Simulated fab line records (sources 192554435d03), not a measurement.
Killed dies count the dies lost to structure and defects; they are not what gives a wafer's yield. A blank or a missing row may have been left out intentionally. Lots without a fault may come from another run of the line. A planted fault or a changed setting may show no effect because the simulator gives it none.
Split-lot trial :: flow n5Finfet :: 21 wafers read across 7 lots, on a route 1938 steps long

## THE SPLIT ITSELF
At N5_BEOL_M14_SPUTTER_43 (material TaN, target thk 15 nm, time 24.19 s), the setting powerW was moved away from the recipe's 15000 W on 6 of the 21 wafers read, by -17.0% to +16.7%. This setting was run at the recipe's value on the other wafers.

The reading comes from the split's own step.

## THE READING
TaN_of_BEOL_M14_SPUTTER_43.thkNm (the simulator's own value, which no gauge read), in nm, at N5_BEOL_M14_SPUTTER_43 (material TaN, target thk 15 nm, time 24.19 s). The file does not state a usual value for it. Average 15.1 nm, standard deviation 0.17 nm, over the 15 wafers here run with the recipe.

wafer: L074.1
tool, chamber at the split: pvdSputter-01, -
powerW as run, W: 17500
against the recipe: +16.7%
TaN_of_BEOL_M14_SPUTTER_43.thkNm, nm: 17.6
against lot-mates on the recipe: +2.8

wafer: L074.2
tool, chamber at the split: pvdSputter-01, -
powerW as run, W: 17500
against the recipe: +16.7%
TaN_of_BEOL_M14_SPUTTER_43.thkNm, nm: 17.4
against lot-mates on the recipe: +2.6

wafer: L074.4
tool, chamber at the split: pvdSputter-01, -
powerW as run, W: 15000
against the recipe: recipe
TaN_of_BEOL_M14_SPUTTER_43.thkNm, nm: 14.8
against lot-mates on the recipe: -

wafer: L076.1
tool, chamber at the split: pvdSputter-03, -
powerW as run, W: 12450
against the recipe: -17.0%
TaN_of_BEOL_M14_SPUTTER_43.thkNm, nm: 12.4
against lot-mates on the recipe: -2.6

wafer: L076.3
tool, chamber at the split: pvdSputter-03, -
powerW as run, W: 12450
against the recipe: -17.0%
TaN_of_BEOL_M14_SPUTTER_43.thkNm, nm: 12.6
against lot-mates on the recipe: -2.4

wafer: L076.4
tool, chamber at the split: pvdSputter-03, -
powerW as run, W: 15000
against the recipe: recipe
TaN_of_BEOL_M14_SPUTTER_43.thkNm, nm: 15
against lot-mates on the recipe: -

wafer: L078.2
tool, chamber at the split: pvdSputter-02, -
powerW as run, W: 15000
against the recipe: recipe
TaN_of_BEOL_M14_SPUTTER_43.thkNm, nm: 15.2
against lot-mates on the recipe: -

wafer: L078.3
tool, chamber at the split: pvdSputter-02, -
powerW as run, W: 15000
against the recipe: recipe
TaN_of_BEOL_M14_SPUTTER_43.thkNm, nm: 15.2
against lot-mates on the recipe: -

wafer: L078.4
tool, chamber at the split: pvdSputter-02, -
powerW as run, W: 15000
against the recipe: recipe
TaN_of_BEOL_M14_SPUTTER_43.thkNm, nm: 15.4
against lot-mates on the recipe: -

wafer: L082.3
tool, chamber at the split: pvdSputter-03, -
powerW as run, W: 15000
against the recipe: recipe
TaN_of_BEOL_M14_SPUTTER_43.thkNm, nm: 15.2
against lot-mates on the recipe: -

wafer: L082.5
tool, chamber at the split: pvdSputter-03, -
powerW as run, W: 13370
against the recipe: -10.9%
TaN_of_BEOL_M14_SPUTTER_43.thkNm, nm: 13.6
against lot-mates on the recipe: -1.6

wafer: L082.6
tool, chamber at the split: pvdSputter-03, -
powerW as run, W: 13370
against the recipe: -10.9%
TaN_of_BEOL_M14_SPUTTER_43.thkNm, nm: 13.8
against lot-mates on the recipe: -1.4

wafer: L090.1
tool, chamber at the split: pvdSputter-02, -
powerW as run, W: 15000
against the recipe: recipe
TaN_of_BEOL_M14_SPUTTER_43.thkNm, nm: 15
against lot-mates on the recipe: -

wafer: L090.4
tool, chamber at the split: pvdSputter-02, -
powerW as run, W: 15000
against the recipe: recipe
TaN_of_BEOL_M14_SPUTTER_43.thkNm, nm: 15.2
against lot-mates on the recipe: -

wafer: L090.6
tool, chamber at the split: pvdSputter-02, -
powerW as run, W: 15000
against the recipe: recipe
TaN_of_BEOL_M14_SPUTTER_43.thkNm, nm: 15.2
against lot-mates on the recipe: -

wafer: L089.1
tool, chamber at the split: pvdSputter-02, -
powerW as run, W: 15000
against the recipe: recipe
TaN_of_BEOL_M14_SPUTTER_43.thkNm, nm: 15
against lot-mates on the recipe: -

wafer: L089.2
tool, chamber at the split: pvdSputter-02, -
powerW as run, W: 15000
against the recipe: recipe
TaN_of_BEOL_M14_SPUTTER_43.thkNm, nm: 15
against lot-mates on the recipe: -

wafer: L089.5
tool, chamber at the split: pvdSputter-02, -
powerW as run, W: 15000
against the recipe: recipe
TaN_of_BEOL_M14_SPUTTER_43.thkNm, nm: 15
against lot-mates on the recipe: -

wafer: L094.2
tool, chamber at the split: pvdSputter-03, -
powerW as run, W: 15000
against the recipe: recipe
TaN_of_BEOL_M14_SPUTTER_43.thkNm, nm: 15.2
against lot-mates on the recipe: -

wafer: L094.4
tool, chamber at the split: pvdSputter-03, -
powerW as run, W: 15000
against the recipe: recipe
TaN_of_BEOL_M14_SPUTTER_43.thkNm, nm: 14.8
against lot-mates on the recipe: -

wafer: L094.5
tool, chamber at the split: pvdSputter-03, -
powerW as run, W: 15000
against the recipe: recipe
TaN_of_BEOL_M14_SPUTTER_43.thkNm, nm: 14.8
against lot-mates on the recipe: -

FIT RESULTS
A straight line over all 21 wafers: TaN_of_BEOL_M14_SPUTTER_43.thkNm changes by +0.145 nm for each +1% of powerW; r = +0.99; the points scatter about the line by 0.18 nm.
The same after taking each lot's own level away (the mean of its wafers on the recipe; 21 wafers): +0.152 nm for each +1%; r = +1.00; scatter 0.13 nm.
That fit puts the effect of the largest move of powerW on the reading at 2.6 nm.
The span of the lots' own levels, 14.80 to 15.27 nm, comes to 2.7 times the standard deviation stated above.
So the lot-to-lot level changes the slope little: the two slopes agree.
Check: for one of the wafers moved furthest among these (-17.0%), held out of the fit, the line's prediction against its lot-mates is -2.53 nm. It came out at -2.6 nm against them.

## OTHER SPLITS APPLIED TO THESE WAFERS
Note: prior to the reading, these wafers also went through further splits. Each is held against what the fit with the lots' levels taken away leaves over:
other split on the same wafers: N5_BEOL_M12_COAT_22 spinRpm
wafers away from the commonest value: 8
r with TaN_of_BEOL_M14_SPUTTER_43.thkNm (lot level and that fit taken away): +0.11

other split on the same wafers: N5_BEOL_M12_SPUTTER_43 powerW
wafers away from the commonest value: 12
r with TaN_of_BEOL_M14_SPUTTER_43.thkNm (lot level and that fit taken away): -0.13

other split on the same wafers: N5_BEOL_M13_SPUTTER_44 powerW
wafers away from the commonest value: 5
r with TaN_of_BEOL_M14_SPUTTER_43.thkNm (lot level and that fit taken away): -0.15

other split on the same wafers: N5_BEOL_M14_COAT_58 spinRpm
wafers away from the commonest value: 7
r with TaN_of_BEOL_M14_SPUTTER_43.thkNm (lot level and that fit taken away): +0.19

other split on the same wafers: N5_BEOL_M14_TRENCH_ETCH_34 timeS
wafers away from the commonest value: 4
r with TaN_of_BEOL_M14_SPUTTER_43.thkNm (lot level and that fit taken away): +0.17

## THE FILE'S OWN FIT
TaN_of_BEOL_M14_SPUTTER_43.thkNm changes by +0.152 nm for each +1% of powerW, r = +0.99.
